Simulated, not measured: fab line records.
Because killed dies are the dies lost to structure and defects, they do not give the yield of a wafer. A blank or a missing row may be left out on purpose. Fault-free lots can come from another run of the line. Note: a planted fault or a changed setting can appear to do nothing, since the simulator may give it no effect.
Split-lot trial	flow n5Finfet	21 wafers read across 7 lots, on a route 1938 steps long

## THE SPLIT ITSELF
At N5_MOL_CONTACT_COAG_ETCH_110 (etches Si in CF4/O2, target depth 2.5 nm, time 8 s), the setting biasW was moved away from the recipe's 12 W on 9 of the 21 wafers read, by -10.2% to +17.0%. All remaining wafers had this setting at the recipe value.

Reading taken at the split's own step.

## THE READING
rfVppV, in V, at N5_MOL_CONTACT_COAG_ETCH_110 (etches Si in CF4/O2, target depth 2.5 nm, time 8 s). Fault-free wafers of this fab line usually give 127.0 V, standard deviation 2.8 V.

wafer	tool, chamber at the split	biasW as run, W	against the recipe	rfVppV, V	against lot-mates on the recipe
L076.1	rieDiel-04, 1	12	recipe	129.6	-
L076.4	rieDiel-04, 0	10.78	-10.2%	116.9	-12.7
L076.5	rieDiel-04, 3	10.78	-10.2%	117.9	-11.7
L084.1	rieDiel-03, 0	12	recipe	125.4	-
L084.4	rieDiel-03, 3	12	recipe	122.1	-
L084.5	rieDiel-03, 2	12	recipe	125.8	-
L085.1	rieDiel-01, 2	13.24	+10.3%	141.2	+15.5
L085.3	rieDiel-01, 1	12	recipe	125.7	-
L085.5	rieDiel-01, 0	13.24	+10.3%	134.2	+8.5
L086.2	rieDiel-01, 0	12	recipe	124.3	-
L086.4	rieDiel-01, 2	14.04	+17.0%	148.5	+23.0
L086.5	rieDiel-01, 1	12	recipe	126.7	-
L088.1	rieDiel-01, 1	12	recipe	128.0	-
L088.4	rieDiel-01, 0	11.27	-6.1%	116.6	-11.4
L088.6	rieDiel-01, 3	11.27	-6.1%	117.6	-10.4
L089.2	rieDiel-01, 1	12	recipe	126.4	-
L089.3	rieDiel-01, 2	12	recipe	130.6	-
L089.6	rieDiel-01, 2	12	recipe	130.4	-
L091.1	rieDiel-01, 1	13.7	+14.2%	140.7	+14.3
L091.4	rieDiel-01, 3	13.7	+14.2%	137.4	+11.0
L091.6	rieDiel-01, 1	12	recipe	126.4	-

THE FIT
A straight line over all 21 wafers: rfVppV changes by +1.06 V for each +1% of biasW; r = +0.95; the points scatter about the line by 2.8 V.
The same after taking each lot's own level away (the mean of its wafers on the recipe; 21 wafers): +1.18 V for each +1%; r = +0.97; scatter 2.5 V.
On that fit, the largest move of biasW shifts the reading by 20 V.
The lots' own levels span 124.43 to 129.60 V, that is 1.8 times the standard deviation above.
So the lot-to-lot level changes the slope little: the two slopes agree.
Check: with one of the wafers moved furthest among these (+17.0%) left out of the fit, the line predicts +18.2 V for it against its lot-mates. It came out at +23 V against them.
Tool readings at the split's step, against how far the setting was moved: rfVppV r = +0.95.

## THE OTHER SPLITS THESE WAFERS WENT THROUGH
Other splits were also applied to these wafers ahead of the reading. Each is held against what the fit with the lots' levels taken away leaves over:
other split on the same wafers	wafers away from the commonest value	r with rfVppV (lot level and that fit taken away)
N5_SD_EPI_N_DESCUM_14 timeS	8	+0.08
N5_SDB_EXPOSE_08 doseMj	8	+0.13
N5_SDB_ETCH_18 timeS	6	+0.26
N5_HKMG_FIN_COAT_43 spinRpm	9	+0.18
N5_HKMG_FIN_EXPOSE_46 doseMj	7	-0.04
N5_GATE_CUT_CUT_ETCH_53 icpW	3	-0.19

## FILE'S OWN FIT
rfVppV changes by +1.2 V for each +1% of biasW, r = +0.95.
